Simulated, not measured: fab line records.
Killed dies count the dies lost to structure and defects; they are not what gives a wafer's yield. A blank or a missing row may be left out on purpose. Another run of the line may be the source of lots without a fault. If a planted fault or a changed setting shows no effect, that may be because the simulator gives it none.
Matching of chambers / flow n5-finfet / N5_MOL_CONTACT_COAG_ETCHBACK_132 on rie-diel-05: 4 sister chambers
The step etches SiO2 in CHF3, target depth 10 nm, time 6.7 s. 8 wafers are shown with their chamber, then 10 later ones without.

WAFERS WITH THEIR CHAMBER
wafer=L077.2; chamber=1; rf-vpp-V (V)=508; drypump-motor-current-A (A)=4.9
wafer=L082.2; chamber=0; rf-vpp-V (V)=514; drypump-motor-current-A (A)=5.3
wafer=L082.6; chamber=1; rf-vpp-V (V)=510; drypump-motor-current-A (A)=4.8
wafer=L083.2; chamber=3; rf-vpp-V (V)=525; drypump-motor-current-A (A)=5.3
wafer=L083.5; chamber=2; rf-vpp-V (V)=528; drypump-motor-current-A (A)=5.6
wafer=L083.6; chamber=3; rf-vpp-V (V)=524; drypump-motor-current-A (A)=5.4
wafer=L087.1; chamber=2; rf-vpp-V (V)=528; drypump-motor-current-A (A)=5.6
wafer=L087.4; chamber=0; rf-vpp-V (V)=512; drypump-motor-current-A (A)=5.3

WAFERS WHOSE CHAMBER IS MISSING
wafer=L087.5; rf-vpp-V (V)=508; drypump-motor-current-A (A)=4.8
wafer=L088.2; rf-vpp-V (V)=509; drypump-motor-current-A (A)=4.8
wafer=L088.5; rf-vpp-V (V)=512; drypump-motor-current-A (A)=5.3
wafer=L088.6; rf-vpp-V (V)=527; drypump-motor-current-A (A)=5.6
wafer=L092.4; rf-vpp-V (V)=508; drypump-motor-current-A (A)=4.9
wafer=L092.5; rf-vpp-V (V)=528; drypump-motor-current-A (A)=5.6
wafer=L092.6; rf-vpp-V (V)=513; drypump-motor-current-A (A)=5.2
wafer=L093.1; rf-vpp-V (V)=509; drypump-motor-current-A (A)=4.9
wafer=L093.2; rf-vpp-V (V)=512; drypump-motor-current-A (A)=5.3
wafer=L093.6; rf-vpp-V (V)=508; drypump-motor-current-A (A)=4.9

EACH ONE'S CHAMBER
wafer=L087.5; from the rows above=1; in truth=1
wafer=L088.2; from the rows above=1; in truth=1
wafer=L088.5; from the rows above=0; in truth=0
wafer=L088.6; from the rows above=2; in truth=2
wafer=L092.4; from the rows above=1; in truth=1
wafer=L092.5; from the rows above=2; in truth=2
wafer=L092.6; from the rows above=0; in truth=0
wafer=L093.1; from the rows above=1; in truth=1
wafer=L093.2; from the rows above=0; in truth=0
wafer=L093.6; from the rows above=1; in truth=1
Correctly placed: 10 of 10. Not placeable from these rows: 0. 0 placed wrongly.
How it was worked out, from the rows above alone: a wafer's distance from a chamber is the root of the sum, over the readings, of the square of ((its reading less the chamber's mean) divided by the reading's scatter). If the next closest chamber is less than 2 further off than the closest, the wafer can't be placed; otherwise it belongs to the closest. Each chamber's mean is taken over the wafers shown for it. The scatter is the square root of a quotient: the sum, over the shown wafers, of each reading's squared deviation from its chamber's mean, divided by wafers minus chambers.
